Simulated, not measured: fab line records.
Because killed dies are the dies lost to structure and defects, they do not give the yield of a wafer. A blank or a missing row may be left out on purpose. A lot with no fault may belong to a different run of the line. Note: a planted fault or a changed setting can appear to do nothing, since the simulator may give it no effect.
Which tool is to blame? | flow n5Finfet | 24 wafers from 8 lots sampled at 4 of the route's 1938 steps

WHAT THE GAUGES SHOWED, per wafer
N5_SPACER0_INSPECT_04: inspects for defects (darkfield).
lot  | measured    | on               | rawDefectCount
L695 | day 4 00:22 | defectInspect-01 | 169 96 125
L700 | day 5 09:27 | defectInspect-01 | 362 376 410
L702 | day 5 21:55 | defectInspect-02 | 519 448 432
L705 | day 6 12:07 | defectInspect-01 | 124 96 96
L707 | day 7 00:26 | defectInspect-01 | 103 111 132
L710 | day 7 20:59 | defectInspect-01 | 171 205 131
L714 | day 8 20:00 | defectInspect-01 | 123 126 104
L708 | day 8 21:31 | defectInspect-02 | 171 139 190

TOOL THAT RAN EACH LOT (tool first, then ch and the chambers of the sampled wafers, then the start)
lot  | N5_DUMMY_GATE_ETCH_36            | N5_DUMMY_GATE_ETCH_23          | N5_SPACER0_ALD_08
L695 | rieDiel-03 ch 0,1,2, day 3 22:43 | rieSi-05 ch 0,2,3, day 3 23:19 | aldSin-02 ch 0,3, day 4 00:13
L700 | rieDiel-05 ch 0,1,3, day 5 07:47 | rieSi-06 ch 0,2, day 5 08:23   | aldSin-02 ch 2,3, day 5 09:17
L702 | rieDiel-03 ch 2,3, day 5 20:16   | rieSi-05 ch 1,2,3, day 5 20:51 | aldSin-02 ch 0,1,2, day 5 21:45
L705 | rieDiel-03 ch 1,2, day 6 10:28   | rieSi-03 ch 0,1,2, day 6 11:04 | aldSin-03 ch 2,3, day 6 11:58
L707 | rieDiel-06 ch 0,1,2, day 6 21:47 | rieSi-03 ch 1,3, day 6 22:22   | aldSin-03 ch 0,1,3, day 7 00:17
L710 | rieDiel-06 ch 0,2,3, day 7 18:58 | rieSi-05 ch 0,2,3, day 7 19:55 | aldSin-01 ch 0,3, day 7 20:50
L714 | rieDiel-06 ch 0,3, day 8 17:50   | rieSi-03 ch 0,2,3, day 8 18:26 | aldSin-02 ch 0,2,3, day 8 19:50
L708 | rieDiel-03 ch 0,1,2, day 8 19:26 | rieSi-06 ch 1,2,3, day 8 20:26 | aldSin-02 ch 1,2, day 8 21:22
- N5_DUMMY_GATE_ETCH_36: etches SiARC in CF4, target depth 13 nm.
- N5_DUMMY_GATE_ETCH_23: etches poly-Si in HBr/Cl2/O2, target depth 41 nm, time 22.3 s.
- N5_SPACER0_ALD_08: deposits SiNx, target thk 2 nm.

THE ANSWER, worked out from the rows above alone
Rule: the lots themselves supply what counts as usual. Put in order of their means at a reading, lots are off if they are a third of the lots or fewer, leave a main group of 4 or more, and stand apart from it by a gap of 3 or more times the standard deviation of the main group's means; of several such gaps the widest counts. Not used: any main group whose means are identical at the precision the tables above print for the reading. Also off: a lot with no number at a reading for which 4 or more lots have one. Where the step has rows for the other lots, those lots are counted as sound.
Off: L700, L702 (N5_SPACER0_INSPECT_04, rawDefectCount). Mean 134 and standard deviation 25 in the main group.
If a tool, at a process step before that reading, ran all the lots that are off and no sound lot after the first of them, it fits. Gauges at N5_SPACER0_INSPECT_04: tried the same way as those tools. No candidate that was tried fits.

WHAT THE SIMULATOR HAD PUT IN
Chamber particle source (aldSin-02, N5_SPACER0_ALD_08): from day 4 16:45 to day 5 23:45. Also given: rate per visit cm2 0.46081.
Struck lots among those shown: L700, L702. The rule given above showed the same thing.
